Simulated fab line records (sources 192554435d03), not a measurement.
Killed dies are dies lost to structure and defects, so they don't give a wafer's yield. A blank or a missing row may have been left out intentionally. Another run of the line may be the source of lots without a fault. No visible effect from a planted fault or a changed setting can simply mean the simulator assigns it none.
Split-lot study ; flow n5 finfet ; route with 1938 steps; 7 lots, 39 wafers read

== ABOUT THE SPLIT ==
At N5_BEOL_M13_DESCUM_33 (chemistry O2, time 7.9 s), the setting time s was moved away from the recipe's 7.9 s on 12 of the 39 wafers read, by -42.4% to +59.4%. For the rest of the wafers, this setting stayed at what the recipe calls for.

The split's own step is where the reading is taken.

== THE READING ==
coat_of_BEOL_M13_COAT_22.thk nm (the simulator's own value, which no gauge read), in nm, at N5_BEOL_M13_DESCUM_33 (chemistry O2, time 7.9 s). The file does not state a usual value for it. Here, 27 wafers ran the recipe; their average is 282.9 nm with a standard deviation of 0.83 nm.

wafer;tool, chamber at the split;time s as run, s;against the recipe;coat_of_BEOL_M13_COAT_22.thk nm, nm;against lot-mates on the recipe
L078.1;rie diel-04, 0;12.59;+59.4%;279.8;-2.6
L078.2;rie diel-04, 2;12.59;+59.4%;279.6;-2.8
L078.3;rie diel-04, 3,1;7.9;recipe;282.2;-
L078.4;rie diel-04, 3,1;7.9;recipe;282.2;-
L078.5;rie diel-04, 0;12.59;+59.4%;280;-2.4
L078.6;rie diel-04, 3;7.9;recipe;282.8;-
L079.4;rie diel-03, 3;7.9;recipe;283;-
L079.5;rie diel-03, 2;7.9;recipe;283.2;-
L079.6;rie diel-03, 3;7.9;recipe;282.2;-
L081.1;rie diel-04, 3,1;7.9;recipe;282.6;-
L081.2;rie diel-04, 3,1;7.9;recipe;282.6;-
L081.3;rie diel-04, 2,3;7.9;recipe;282.4;-
L081.6;rie diel-04, 2,3;7.9;recipe;282.4;-
L081.4;rie diel-04, 0;7.9;recipe;283.4;-
L081.5;rie diel-04, 0;7.9;recipe;282;-
L084.1;rie diel-03, 0,2;7.9;recipe;283.8;-
L084.4;rie diel-03, 0,2;7.9;recipe;283.8;-
L084.2;rie diel-03, 3;11.93;+51.0%;282;-1.6
L084.3;rie diel-03, 1;7.9;recipe;283.2;-
L084.5;rie diel-03, 2;11.93;+51.0%;282.4;-1.2
L084.6;rie diel-03, 3;11.93;+51.0%;281.4;-2.2
L085.1;rie diel-04, 0;5.006;-36.6%;284;+0.7
L085.2;rie diel-04, 3;5.006;-36.6%;284.2;+0.9
L085.3;rie diel-04, 1;7.9;recipe;283.8;-
L085.4;rie diel-04, 1;7.9;recipe;283;-
L085.5;rie diel-04, 0;5.006;-36.6%;284.4;+1.1
L085.6;rie diel-04, 3;7.9;recipe;283.2;-
L095.1;rie diel-04, 0;7.9;recipe;281.6;-
L095.2;rie diel-04, 2;7.9;recipe;282;-
L095.3;rie diel-04, 3;7.9;recipe;281.4;-
L095.4;rie diel-04, 3,0;7.9;recipe;282.4;-
L095.6;rie diel-04, 3,0;7.9;recipe;282.4;-
L095.5;rie diel-04, 2;7.9;recipe;282.8;-
L097.1;rie diel-03, 1;7.9;recipe;284.4;-
L097.2;rie diel-03, 2;7.9;recipe;284.2;-
L097.3;rie diel-03, 3;7.9;recipe;284.8;-
L097.4;rie diel-03, 0;4.554;-42.4%;285.8;+1.3
L097.5;rie diel-03, 2;4.554;-42.4%;286.2;+1.7
L097.6;rie diel-03, 1;4.554;-42.4%;286.6;+2.1
If several chambers appear in one row, that row covers several wafers at once and the file leaves open which wafer was in which chamber.

THE FIT
A straight line over all 39 wafers: coat_of_BEOL_M13_COAT_22.thk nm changes by -0.0459 nm for each +1% of time s; r = -0.81; the points scatter about the line by 0.92 nm.
The same after taking each lot's own level away (the mean of its wafers on the recipe; 39 wafers): -0.0371 nm for each +1%; r = -0.92; scatter 0.42 nm.
Per that fit: largest time s move, reading shift of 2.2 nm.
The span of the lots' own levels, 282.10 to 284.47 nm, comes to 2.8 times the standard deviation stated above.
So the slope is not independent of the lot-to-lot level: the two fits are not the same.
Check: with one of the wafers moved furthest among these (+59.4%) left out of the fit, the line predicts -2.18 nm for it against its lot-mates. Against them it came out at -2.6 nm.

== ADDITIONAL SPLITS CARRIED BY THESE WAFERS ==
Before the reading, these wafers also passed through other splits. Each is held against what the fit with the lots' levels taken away leaves over:
other split on the same wafers;wafers away from the commonest value;r with coat_of_BEOL_M13_COAT_22.thk nm (lot level and that fit taken away)
N5_BEOL_M11_TRENCH_ETCH_37 target depth a;12;-0.44

== FILE'S OWN FIT ==
coat_of_BEOL_M13_COAT_22.thk nm changes by -0.0372 nm for each +1% of time s, r = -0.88.
